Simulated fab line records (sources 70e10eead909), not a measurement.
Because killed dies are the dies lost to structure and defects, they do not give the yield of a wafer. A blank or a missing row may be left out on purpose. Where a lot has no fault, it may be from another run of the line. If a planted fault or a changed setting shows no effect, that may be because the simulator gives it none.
Chamber matching / flow nand harc / NHARC_A_STAIRCASE_CMP_472 on cmp-03: 4 sister chambers
The step polishes SiO2. 4 wafers are shown with their chamber, then 9 later ones without.

WAFERS PAIRED WITH THEIR CHAMBERS
wafer=L084.3; chamber=2; motor current A (A)=14.2
wafer=L087.3; chamber=1; motor current A (A)=11.3
wafer=L089.1; chamber=0; motor current A (A)=12.1
wafer=L089.5; chamber=3; motor current A (A)=10.5

WAFERS WITH NO CHAMBER GIVEN
wafer=L091.3; motor current A (A)=13.4
wafer=L091.4; motor current A (A)=12.2
wafer=L091.5; motor current A (A)=11.3
wafer=L094.1; motor current A (A)=11.8
wafer=L094.4; motor current A (A)=11.4
wafer=L094.6; motor current A (A)=11.0
wafer=L097.1; motor current A (A)=10.6
wafer=L097.2; motor current A (A)=10.9
wafer=L097.6; motor current A (A)=13.0

THE CHAMBER EACH PASSED THROUGH
wafer=L091.3; from the rows above=can't be placed: 2 or 0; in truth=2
wafer=L091.4; from the rows above=can't be placed: 0 or 1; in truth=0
wafer=L091.5; from the rows above=can't be placed: 1 or 0 or 3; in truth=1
wafer=L094.1; from the rows above=can't be placed: 0 or 1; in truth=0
wafer=L094.4; from the rows above=can't be placed: 1 or 0 or 3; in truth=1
wafer=L094.6; from the rows above=can't be placed: 1 or 3 or 0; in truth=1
wafer=L097.1; from the rows above=can't be placed: 3 or 1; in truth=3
wafer=L097.2; from the rows above=can't be placed: 1 or 3 or 0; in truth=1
wafer=L097.6; from the rows above=can't be placed: 0 or 2 or 1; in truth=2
Correctly placed: 0 of 9. Can't be placed from these rows: 9 (the true chamber is among the candidates in 9). Wrongly placed: 0.
How it was worked out, from the rows above alone: a wafer's distance from a chamber is the root of the sum, over the readings, of the square of ((its reading less the chamber's mean) divided by the reading's scatter). The wafer belongs to the nearest chamber; if the next one is less than 2 further off, it can't be placed. For every chamber, the mean is computed from those of its wafers that are shown. The scatter: root of mean squared gap, hidden wafer to nearest shown wafer, with one shown wafer a chamber.
